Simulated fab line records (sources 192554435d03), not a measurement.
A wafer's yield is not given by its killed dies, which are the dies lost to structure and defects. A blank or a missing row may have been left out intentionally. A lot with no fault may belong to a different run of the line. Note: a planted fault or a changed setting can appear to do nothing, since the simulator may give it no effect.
Chamber matching -- flow n5_finfet -- N5_BEOL_M3_ETCH_69 on rie_diel-04 has 4 sister chambers
The step etches SiARC in CF4, target depth 15.6 nm, time 26 s. 16 wafers are shown with their chamber, then 8 later ones without.

== WAFERS, EACH WITH ITS CHAMBER ==
wafer,chamber,showerhead_plenum_p_Torr (Torr),throttle_valve_pct (%),drypump_motor_current_A (A)
L074.1,1,2.09,15.31,6.03
L074.4,3,2.14,15.90,6.20
L074.6,3,2.14,15.89,6.21
L077.2,1,2.09,15.31,6.00
L077.3,0,2.06,15.71,5.56
L077.4,3,2.14,15.91,6.22
L080.2,0,2.06,15.73,5.53
L080.4,3,2.14,15.91,6.24
L080.5,0,2.06,15.72,5.49
L083.2,0,2.06,15.73,5.49
L083.4,3,2.14,15.93,6.21
L083.6,1,2.08,15.36,6.01
L084.1,3,2.14,15.92,6.21
L084.2,2,2.28,15.29,5.58
L084.3,1,2.08,15.34,6.00
L085.2,3,2.13,15.95,6.22

SIGNATURES (means of the wafers above)
reading,chamber 0,chamber 1,chamber 2,chamber 3,scatter within a chamber
showerhead_plenum_p_Torr,2.0600,2.0850,2.2800,2.1386,0.00393
throttle_valve_pct,15.7225,15.3300,15.2900,15.9157,0.0192
drypump_motor_current_A,5.5175,6.0100,5.5800,6.2157,0.0205
Rule: a wafer lies at a distance from a chamber equal to the root of the sum of squares, over the readings, of (its reading less the chamber's mean, divided by the reading's scatter). The wafer belongs to the nearest chamber; if the next one is less than 2 further off, it can't be placed. The scatter is the square root of a quotient: the sum, over the shown wafers, of each reading's squared deviation from its chamber's mean, divided by wafers minus chambers.

== WAFERS WITHOUT THEIR CHAMBER ==
wafer,showerhead_plenum_p_Torr (Torr),throttle_valve_pct (%),drypump_motor_current_A (A)
L085.3,2.08,15.35,6.00
L085.6,2.08,15.34,6.02
L086.3,2.28,15.29,5.59
L086.4,2.05,15.74,5.44
L086.6,2.05,15.74,5.51
L089.1,2.08,15.37,6.01
L089.3,2.28,15.31,5.61
L089.4,2.05,15.74,5.52

== CHAMBER TAKEN BY EACH ==
wafer,from the rows above,in truth
L085.3,1,1
L085.6,1,1
L086.3,2,2
L086.4,0,0
L086.6,0,0
L089.1,1,1
L089.3,2,2
L089.4,0,0
Correct placement for 8 of the 8. Number that these rows cannot place: 0. 0 placed wrongly.
